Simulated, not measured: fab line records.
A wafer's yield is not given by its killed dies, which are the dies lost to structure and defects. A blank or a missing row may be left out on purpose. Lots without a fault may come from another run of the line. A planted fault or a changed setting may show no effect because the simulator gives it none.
Which tool was responsible? / flow nand-harc / 12 lots with 36 wafers sampled at 5 steps, on a route of 1302 steps

## WHAT EACH GAUGE READ, for each wafer
NHARC_A_CONTACT_OVL_MEAS_09.
lot=L935; measured=day 22 04:05; on=overlay-02; overlay-x-nm (nm)=0.4 -0.2 -0.1; overlay-y-nm (nm)=-0.6 -0.4 -0.1
lot=L936; measured=day 22 20:43; on=overlay-01; overlay-x-nm (nm)=-1.5 -1.3 -1.0; overlay-y-nm (nm)=-0.8 -0.3 -0.1
lot=L938; measured=day 23 21:59; on=overlay-02; overlay-x-nm (nm)=-0.5 0.0 -0.6; overlay-y-nm (nm)=-0.4 0.1 -0.1
lot=L939; measured=day 24 14:52; on=overlay-01; overlay-x-nm (nm)=-0.1 0.0 -0.5; overlay-y-nm (nm)=0.2 0.2 0.6
lot=L941; measured=day 25 06:34; on=overlay-02; overlay-x-nm (nm)=1.3 0.7 1.1; overlay-y-nm (nm)=-0.2 -0.1 0.0
lot=L940; measured=day 25 20:40; on=overlay-02; overlay-x-nm (nm)=-0.8 0.4 -0.3; overlay-y-nm (nm)=0.0 -0.3 0.4
lot=L946; measured=day 27 01:19; on=overlay-01; overlay-x-nm (nm)=-0.1 -0.3 0.3; overlay-y-nm (nm)=-1.2 -0.7 -0.6
lot=L954; measured=day 30 01:03; on=overlay-01; overlay-x-nm (nm)=-0.2 -1.1 -0.9; overlay-y-nm (nm)=1.7 2.4 1.8
lot=L952; measured=day 30 02:55; on=overlay-01; overlay-x-nm (nm)=-0.3 -0.2 0.4; overlay-y-nm (nm)=0.4 0.8 0.7
lot=L956; measured=day 31 06:55; on=overlay-01; overlay-x-nm (nm)=-0.2 0.1 -0.3; overlay-y-nm (nm)=-0.6 0.0 0.0
lot=L955; measured=day 31 12:30; on=overlay-01; overlay-x-nm (nm)=0.9 0.3 0.5; overlay-y-nm (nm)=0.8 0.9 0.9
lot=L957; measured=day 31 22:53; on=overlay-02; overlay-x-nm (nm)=-2.0 -2.6 -1.9; overlay-y-nm (nm)=-0.7 -0.5 -0.8

NHARC_END_SORT_01.
lot=L954; measured=day 32 03:32; on=prober-01; killed-at-array=671 671 671; killed-at-other=3 2 0; killed-at-periphery=3 4 6; killed-dies=677 677 677; killed-open=2 6 2; killed-short=0 4 6
lot=L952; measured=day 32 03:33; on=prober-02; killed-at-array=674 672 675; killed-at-other=0 0 0; killed-at-periphery=3 5 2; killed-dies=677 677 677; killed-open=5 2 5; killed-short=3 4 0

## TOOL THAT RAN EACH LOT (tool first, then ch and the chambers of the sampled wafers, then the start)
lot=L935; NHARC_A_CONTACT_DESCUM_13=rie-diel-05 ch 0,3, day 22 04:11; NHARC_A_CONTACT_ETCH_134=har-cap-etch-02 ch 0,1, day 22 06:08; NHARC_A_CONTACT_ETCH_137=har-cap-etch-02 ch 0,1, day 22 06:54
lot=L936; NHARC_A_CONTACT_DESCUM_13=rie-diel-01 ch 0,1,2, day 22 20:49; NHARC_A_CONTACT_ETCH_134=har-cap-etch-02 ch 0,1, day 22 21:56; NHARC_A_CONTACT_ETCH_137=har-cap-etch-02 ch 0,1, day 22 22:41
lot=L938; NHARC_A_CONTACT_DESCUM_13=rie-diel-01 ch 0,1,3, day 23 22:04; NHARC_A_CONTACT_ETCH_134=har-cap-etch-02 ch 0,1, day 23 23:25; NHARC_A_CONTACT_ETCH_137=har-cap-etch-02 ch 0,1, day 24 00:09
lot=L939; NHARC_A_CONTACT_DESCUM_13=rie-diel-01 ch 0,1,3, day 24 14:58; NHARC_A_CONTACT_ETCH_134=har-cap-etch-03 ch 0,1, day 24 16:23; NHARC_A_CONTACT_ETCH_137=har-cap-etch-03 ch 0,1, day 24 17:10
lot=L941; NHARC_A_CONTACT_DESCUM_13=rie-diel-01 ch 1,2,3, day 25 06:41; NHARC_A_CONTACT_ETCH_134=har-cap-etch-01 ch 0,1, day 25 07:55; NHARC_A_CONTACT_ETCH_137=har-cap-etch-01 ch 0,1, day 25 08:53
lot=L940; NHARC_A_CONTACT_DESCUM_13=rie-diel-01 ch 1,2, day 25 20:46; NHARC_A_CONTACT_ETCH_134=har-cap-etch-01 ch 0,1, day 25 22:00; NHARC_A_CONTACT_ETCH_137=har-cap-etch-01 ch 0,1, day 25 23:22
lot=L946; NHARC_A_CONTACT_DESCUM_13=rie-diel-05 ch 1,3, day 27 01:25; NHARC_A_CONTACT_ETCH_134=har-cap-etch-03 ch 0,1, day 27 02:45; NHARC_A_CONTACT_ETCH_137=har-cap-etch-03 ch 0,1, day 27 03:29
lot=L954; NHARC_A_CONTACT_DESCUM_13=rie-diel-01 ch 1,3, day 30 01:09; NHARC_A_CONTACT_ETCH_134=har-cap-etch-03 ch 0,1, day 30 02:17; NHARC_A_CONTACT_ETCH_137=har-cap-etch-03 ch 0,1, day 30 03:01
lot=L952; NHARC_A_CONTACT_DESCUM_13=rie-diel-01 ch 1,2, day 30 03:01; NHARC_A_CONTACT_ETCH_134=har-cap-etch-01 ch 0,1, day 30 04:08; NHARC_A_CONTACT_ETCH_137=har-cap-etch-01 ch 0,1, day 30 04:52
lot=L956; NHARC_A_CONTACT_DESCUM_13=rie-diel-01 ch 0,1,3, day 31 07:02; NHARC_A_CONTACT_ETCH_134=har-cap-etch-01 ch 0,1, day 31 08:22; NHARC_A_CONTACT_ETCH_137=har-cap-etch-01 ch 0,1, day 31 09:06
lot=L955; NHARC_A_CONTACT_DESCUM_13=rie-diel-01 ch 0,1,3, day 31 12:35; NHARC_A_CONTACT_ETCH_134=har-cap-etch-03 ch 0,1, day 31 13:56; NHARC_A_CONTACT_ETCH_137=har-cap-etch-03 ch 0,1, day 31 14:40
lot=L957; NHARC_A_CONTACT_DESCUM_13=rie-diel-11 ch 2,3, day 31 22:58; NHARC_A_CONTACT_ETCH_134=har-cap-etch-01 ch 0,1, day 32 00:05; NHARC_A_CONTACT_ETCH_137=har-cap-etch-01 ch 0,1, day 32 00:50
- NHARC_A_CONTACT_DESCUM_13: chemistry O2, time 3 s.
- NHARC_A_CONTACT_ETCH_134: etches the open film in C4F8/O2/Ar, time 140 s, target depth 700 nm.
- NHARC_A_CONTACT_ETCH_137: etches the open film in C4F8/O2/Ar, time 311 s, target depth 1912 nm.

## WHAT THE TOOLS THEMSELVES READ (means of the sampled wafers that have a number; where no wafer has one, the mark that the record gives instead)
NHARC_A_CONTACT_DESCUM_13.
lot=L935; tool=rie-diel-05; chamber-pressure-mTorr (mTorr)=60.04; drypump-motor-current-A (A)=6.1; oes-product-au (a.u.)=1.003; rf-vpp-V (V)=58.0; showerhead-plenum-p-Torr (Torr)=1.79; throttle-valve-pct (%)=11.318
lot=L936; tool=rie-diel-01; chamber-pressure-mTorr (mTorr)=59.96; drypump-motor-current-A (A)=5.3; oes-product-au (a.u.)=1.007; rf-vpp-V (V)=58.1; showerhead-plenum-p-Torr (Torr)=1.94; throttle-valve-pct (%)=11.306
lot=L938; tool=rie-diel-01; chamber-pressure-mTorr (mTorr)=60.02; drypump-motor-current-A (A)=5.8; oes-product-au (a.u.)=1.000; rf-vpp-V (V)=58.8; showerhead-plenum-p-Torr (Torr)=1.90; throttle-valve-pct (%)=11.312
lot=L939; tool=rie-diel-01; chamber-pressure-mTorr (mTorr)=60.02; drypump-motor-current-A (A)=5.7; oes-product-au (a.u.)=1.012; rf-vpp-V (V)=57.8; showerhead-plenum-p-Torr (Torr)=1.90; throttle-valve-pct (%)=11.308
lot=L941; tool=rie-diel-01; chamber-pressure-mTorr (mTorr)=60.02; drypump-motor-current-A (A)=5.4; oes-product-au (a.u.)=1.006; rf-vpp-V (V)=57.7; showerhead-plenum-p-Torr (Torr)=1.94; throttle-valve-pct (%)=11.312
lot=L940; tool=rie-diel-01; chamber-pressure-mTorr (mTorr)=60.00; drypump-motor-current-A (A)=5.0; oes-product-au (a.u.)=1.009; rf-vpp-V (V)=57.8; showerhead-plenum-p-Torr (Torr)=1.97; throttle-valve-pct (%)=11.301
lot=L946; tool=rie-diel-05; chamber-pressure-mTorr (mTorr)=60.03; drypump-motor-current-A (A)=5.6; oes-product-au (a.u.)=1.004; rf-vpp-V (V)=56.8; showerhead-plenum-p-Torr (Torr)=1.79; throttle-valve-pct (%)=11.311
lot=L954; tool=rie-diel-01; chamber-pressure-mTorr (mTorr)=60.00; drypump-motor-current-A (A)=5.4; oes-product-au (a.u.)=1.016; rf-vpp-V (V)=58.7; showerhead-plenum-p-Torr (Torr)=1.98; throttle-valve-pct (%)=11.301
lot=L952; tool=rie-diel-01; chamber-pressure-mTorr (mTorr)=59.99; drypump-motor-current-A (A)=4.9; oes-product-au (a.u.)=1.004; rf-vpp-V (V)=58.9; showerhead-plenum-p-Torr (Torr)=2.01; throttle-valve-pct (%)=11.316
lot=L956; tool=rie-diel-01; chamber-pressure-mTorr (mTorr)=60.03; drypump-motor-current-A (A)=5.7; oes-product-au (a.u.)=1.014; rf-vpp-V (V)=57.0; showerhead-plenum-p-Torr (Torr)=1.89; throttle-valve-pct (%)=11.304
lot=L955; tool=rie-diel-01; chamber-pressure-mTorr (mTorr)=60.00; drypump-motor-current-A (A)=5.7; oes-product-au (a.u.)=1.011; rf-vpp-V (V)=58.2; showerhead-plenum-p-Torr (Torr)=1.89; throttle-valve-pct (%)=11.309
lot=L957; tool=rie-diel-11; chamber-pressure-mTorr (mTorr)=60.01; drypump-motor-current-A (A)=5.5; oes-product-au (a.u.)=1.008; rf-vpp-V (V)=58.1; showerhead-plenum-p-Torr (Torr)=2.05; throttle-valve-pct (%)=11.320

NHARC_A_CONTACT_ETCH_134.
lot=L935; tool=har-cap-etch-02; chamber-pressure-mTorr (mTorr)=20.004; oes-air-line-au (a.u.)=0.982
lot=L936; tool=har-cap-etch-02; chamber-pressure-mTorr (mTorr)=20.007; oes-air-line-au (a.u.)=0.996
lot=L938; tool=har-cap-etch-02; chamber-pressure-mTorr (mTorr)=20.013; oes-air-line-au (a.u.)=1.010
lot=L939; tool=har-cap-etch-03; chamber-pressure-mTorr (mTorr)=20.005; oes-air-line-au (a.u.)=1.008
lot=L941; tool=har-cap-etch-01; chamber-pressure-mTorr (mTorr)=19.999; oes-air-line-au (a.u.)=0.984
lot=L940; tool=har-cap-etch-01; chamber-pressure-mTorr (mTorr)=20.002; oes-air-line-au (a.u.)=0.988
lot=L946; tool=har-cap-etch-03; chamber-pressure-mTorr (mTorr)=20.004; oes-air-line-au (a.u.)=1.009
lot=L954; tool=har-cap-etch-03; chamber-pressure-mTorr (mTorr)=-; oes-air-line-au (a.u.)=-
lot=L952; tool=har-cap-etch-01; chamber-pressure-mTorr (mTorr)=-; oes-air-line-au (a.u.)=-
lot=L956; tool=har-cap-etch-01; chamber-pressure-mTorr (mTorr)=19.990; oes-air-line-au (a.u.)=1.020
lot=L955; tool=har-cap-etch-03; chamber-pressure-mTorr (mTorr)=20.003; oes-air-line-au (a.u.)=1.004
lot=L957; tool=har-cap-etch-01; chamber-pressure-mTorr (mTorr)=19.997; oes-air-line-au (a.u.)=0.998

NHARC_A_CONTACT_ETCH_137.
lot=L935; tool=har-cap-etch-02; chamber-pressure-mTorr (mTorr)=20.002; oes-air-line-au (a.u.)=0.985
lot=L936; tool=har-cap-etch-02; chamber-pressure-mTorr (mTorr)=20.004; oes-air-line-au (a.u.)=0.998
lot=L938; tool=har-cap-etch-02; chamber-pressure-mTorr (mTorr)=19.989; oes-air-line-au (a.u.)=1.020
lot=L939; tool=har-cap-etch-03; chamber-pressure-mTorr (mTorr)=19.987; oes-air-line-au (a.u.)=0.982
lot=L941; tool=har-cap-etch-01; chamber-pressure-mTorr (mTorr)=20.005; oes-air-line-au (a.u.)=1.003
lot=L940; tool=har-cap-etch-01; chamber-pressure-mTorr (mTorr)=20.003; oes-air-line-au (a.u.)=0.997
lot=L946; tool=har-cap-etch-03; chamber-pressure-mTorr (mTorr)=20.002; oes-air-line-au (a.u.)=1.028
lot=L954; tool=har-cap-etch-03; chamber-pressure-mTorr (mTorr)=19.986; oes-air-line-au (a.u.)=1.005
lot=L952; tool=har-cap-etch-01; chamber-pressure-mTorr (mTorr)=19.999; oes-air-line-au (a.u.)=0.997
lot=L956; tool=har-cap-etch-01; chamber-pressure-mTorr (mTorr)=20.006; oes-air-line-au (a.u.)=0.973
lot=L955; tool=har-cap-etch-03; chamber-pressure-mTorr (mTorr)=19.994; oes-air-line-au (a.u.)=0.989
lot=L957; tool=har-cap-etch-01; chamber-pressure-mTorr (mTorr)=20.000; oes-air-line-au (a.u.)=0.970

## THE ANSWER, worked out from the rows above alone
Rule: the usual values come from the lots themselves. Put in order of their means at a reading, lots are off if they are a third of the lots or fewer, leave a main group of 4 or more, and stand apart from it by a gap of 3 or more times the standard deviation of the main group's means; of several such gaps the widest counts. If all means in a main group match to the digits the tables above print for the reading, that group is not used. Also off: a lot with no number at a reading for which 4 or more lots have one. Where the step has rows for the other lots, those lots are counted as sound. Order of review: gauges by route order, followed by the tools' own readings, for which a lot's mean as printed above is used. At the first step where some lot is off, the reading lying furthest off is the one used; lots without a number count as furthest.
Off: L954, L952 (NHARC_A_CONTACT_ETCH_134, chamber-pressure-mTorr). Without a number there: L954, L952. For the main group the mean is 20.002 mTorr and the standard deviation 0.0058.
If a tool, at that step or one of the process steps before it, ran each lot that is off and ran no sound lot following the first of them, it fits. None of those tried fits.

## WHAT THE SIMULATOR PUT IN
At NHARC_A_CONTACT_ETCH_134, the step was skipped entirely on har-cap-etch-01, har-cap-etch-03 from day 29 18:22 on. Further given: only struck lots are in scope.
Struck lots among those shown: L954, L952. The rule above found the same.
